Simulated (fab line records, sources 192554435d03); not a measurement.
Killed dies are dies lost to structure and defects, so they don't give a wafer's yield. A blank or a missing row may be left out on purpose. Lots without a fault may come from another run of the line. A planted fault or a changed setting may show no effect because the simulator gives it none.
Chamber matching | flow n5_finfet | N5_BEOL_M6_CURE_74 on uv_cure-03: 3 sister chambers
The step cures SiCOH lowk, time 240 s. 22 wafers are shown with their chamber, then 11 later ones without.

WAFERS WITH THEIR CHAMBER
wafer  | chamber | wafer_temp_C_max | lamp_power_pct (%)
L074.1 | 2       | 386.2            | 52.26
L074.4 | 2       | 386.3            | 52.29
L074.6 | 2       | 386.4            | 52.32
L075.1 | 0       | 387.2            | 52.33
L075.2 | 0       | 387.2            | 52.28
L075.6 | 0       | 387.8            | 52.39
L078.2 | 1       | 387.5            | 52.23
L078.3 | 1       | 387.3            | 52.36
L078.6 | 1       | 386.6            | 52.32
L080.2 | 1       | 386.9            | 52.37
L080.4 | 1       | 386.5            | 52.23
L080.5 | 1       | 386.3            | 52.33
L083.2 | 1       | 387.0            | 52.24
L083.3 | 1       | 387.2            | 52.24
L083.6 | 1       | 386.0            | 52.28
L084.1 | 1       | 386.7            | 52.38
L084.3 | 1       | 386.9            | 52.40
L084.4 | 1       | 386.9            | 52.50
L085.1 | 1       | 386.9            | 52.33
L085.4 | 1       | 387.1            | 52.20
L085.6 | 1       | 387.4            | 52.27
L087.1 | 0       | 388.6            | 52.33

SIGNATURES (means of the wafers above)
reading          | chamber 0 | chamber 1 | chamber 2 | scatter within a chamber
wafer_temp_C_max | 387.700   | 386.880   | 386.300   | 0.442
lamp_power_pct   | 52.3325   | 52.3120   | 52.2900   | 0.073
Rule: a wafer's distance from a chamber is the root of the sum, over the readings, of the square of ((its reading less the chamber's mean) divided by the reading's scatter). The wafer belongs to the nearest chamber; if the next one is less than 2 further off, it can't be placed. The scatter: the root of (the sum of the squares of (reading less its chamber's mean) over the shown wafers, divided by (wafers less chambers)).

WAFERS WITHOUT THEIR CHAMBER
wafer  | wafer_temp_C_max | lamp_power_pct (%)
L087.2 | 387.1            | 52.24
L087.5 | 387.9            | 52.39
L086.2 | 385.9            | 52.38
L086.4 | 386.0            | 52.30
L086.5 | 386.5            | 52.38
L091.2 | 386.6            | 52.22
L091.5 | 387.1            | 52.36
L091.6 | 386.7            | 52.25
L095.2 | 387.0            | 52.39
L095.5 | 387.2            | 52.28
L095.6 | 387.1            | 52.31

WHICH CHAMBER EACH WENT THROUGH
wafer  | from the rows above          | in truth
L087.2 | can't be placed: 1 or 0 or 2 | 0
L087.5 | can't be placed: 0 or 1      | 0
L086.2 | can't be placed: 2 or 1      | 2
L086.4 | can't be placed: 2 or 1      | 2
L086.5 | can't be placed: 1 or 2 or 0 | 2
L091.2 | can't be placed: 2 or 1 or 0 | 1
L091.5 | can't be placed: 1 or 0 or 2 | 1
L091.6 | can't be placed: 1 or 2 or 0 | 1
L095.2 | can't be placed: 1 or 0 or 2 | 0
L095.5 | can't be placed: 1 or 0 or 2 | 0
L095.6 | can't be placed: 1 or 0 or 2 | 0
Placed correctly: 0 of 11. Can't be placed from these rows: 11 (the true chamber is among the candidates in 11). Placed wrongly: 0.
